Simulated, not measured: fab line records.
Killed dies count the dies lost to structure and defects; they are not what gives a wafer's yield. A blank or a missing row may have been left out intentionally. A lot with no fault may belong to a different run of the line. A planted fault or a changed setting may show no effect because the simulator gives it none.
One fault seen from 3 desks | flow nand-harc | what lay behind the numbers comes last; until then each desk has only its own

AT THE TOOL OWNER'S DESK: rie-diel-07
The tool's own readings at NHARC_A_CHANNEL_HOLE_D1_ETCH_16 (etches the open film in O2/COS, target depth 3100 nm, time 806 s): means of the sampled wafers that have a number, for each lot that ran on this tool. If a lot's mean is further than 4 standard deviations from the usual mean, the lot is out of limits and carries the mark OUT (the distance appears in the brackets).
Columns: A = drypump-motor-current-A at NHARC_A_CHANNEL_HOLE_D1_ETCH_16, usual 5.8 A; B = oes-product-au at NHARC_A_CHANNEL_HOLE_D1_ETCH_16, usual 0.998 a.u.; C = rf-vpp-V at NHARC_A_CHANNEL_HOLE_D1_ETCH_16, usual 315.1 V; D = run-length-s at NHARC_A_CHANNEL_HOLE_D1_ETCH_16, usual 827.1 s; E = showerhead-plenum-p-Torr at NHARC_A_CHANNEL_HOLE_D1_ETCH_16, usual 3.19 Torr; F = throttle-valve-pct at NHARC_A_CHANNEL_HOLE_D1_ETCH_16, usual 28.331 %
lot  | first seen here | A   | B     | C     | D                       | E    | F
L848 | day 12 01:07    | 5.4 | 1.000 | 314.9 | 634.0 (-99 or more) OUT | 3.13 | 28.322
L850 | day 12 21:18    | 5.4 | 0.996 | 316.0 | 730.7 (-99 or more) OUT | 3.24 | 28.328
L859 | day 16 11:59    | 5.8 | 1.016 | 316.6 | 826.5                   | 3.31 | 28.332
Finding of this desk: L848, L850 out of limits; the first was L848 at day 12 01:07, on run-length-s at NHARC_A_CHANNEL_HOLE_D1_ETCH_16. L859 stayed within limits.

AT THE METROLOGY DESK
What the gauges read, lot by lot, whatever tool the lot ran on: means of the sampled wafers that have a number. If a lot's mean is further than 4 standard deviations from the usual mean, the lot is out of limits and carries the mark OUT (the distance appears in the brackets).
Columns: A = cd-nm at NHARC_A_CHANNEL_HOLE_D1_CD_MEAS_10, usual 99.9 nm; B = overlay-x-nm at NHARC_A_CHANNEL_HOLE_D1_OVL_MEAS_11, usual 0.1 nm; C = overlay-y-nm at NHARC_A_CHANNEL_HOLE_D1_OVL_MEAS_11, usual -0.3 nm; D = cd-nm at NHARC_A_CHANNEL_HOLE_D1_CD_MEAS_18, usual 99.0 nm
lot  | first seen here | A     | B    | C    | D
L841 | day 9 01:44     | 99.6  | 0.8  | 1.0  | 101.5
L848 | day 11 23:58    | 100.1 | 0.2  | 1.8  | 95.7
L850 | day 12 20:29    | 100.3 | -1.4 | -0.9 | 100.8
L856 | day 15 14:07    | 100.0 | -0.1 | -1.4 | 101.7
L859 | day 16 10:50    | 100.1 | -0.2 | -1.2 | 98.6
L860 | day 16 20:16    | 100.0 | -0.8 | -0.5 | 97.8
This desk found nothing out of limits on any of the 6 lots.

THE DEFECT DESK
Lot by lot, what the route's inspections counted, given as the mean of those sampled wafers with a number. If a lot's mean is further than 4 standard deviations from the usual mean, the lot is out of limits and carries the mark OUT (the distance appears in the brackets).
Columns: A = raw-defect-count at NHARC_A_CHANNEL_HOLE_D1_INSPECT_12, usual 5.4
lot  | first seen here | A
L841 | day 9 01:52     | 9.0
L848 | day 12 00:05    | 2.0
L850 | day 12 20:36    | 6.0
L856 | day 15 14:14    | 3.3
L859 | day 16 10:57    | 10.0
L860 | day 16 20:23    | 2.7
This desk found nothing out of limits on any of the 6 lots.

ALL TOGETHER
At day 12 01:07, on L848, L850, the tool owner's desk was in a position to raise an alarm.
At the metrology desk, nothing out of limits was observed.
No out-of-limits result turned up at the defect desk.
The metrology desk has L848, L850 on record, within its limits.
The defect desk has L848, L850 on record, within its limits.
NHARC_A_CHANNEL_HOLE_D1_ETCH_16 was run on rie-diel-07 by each of the lots named.

WHAT THE SIMULATOR HAD INSERTED
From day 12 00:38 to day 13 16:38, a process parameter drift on rie-diel-07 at NHARC_A_CHANNEL_HOLE_D1_ETCH_16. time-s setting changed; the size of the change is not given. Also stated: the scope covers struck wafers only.
Shown lots that were struck: L848, L850.
How many hours passed from the start of the fault until each desk's first out-of-limits reading: the tool owner's desk, 0.
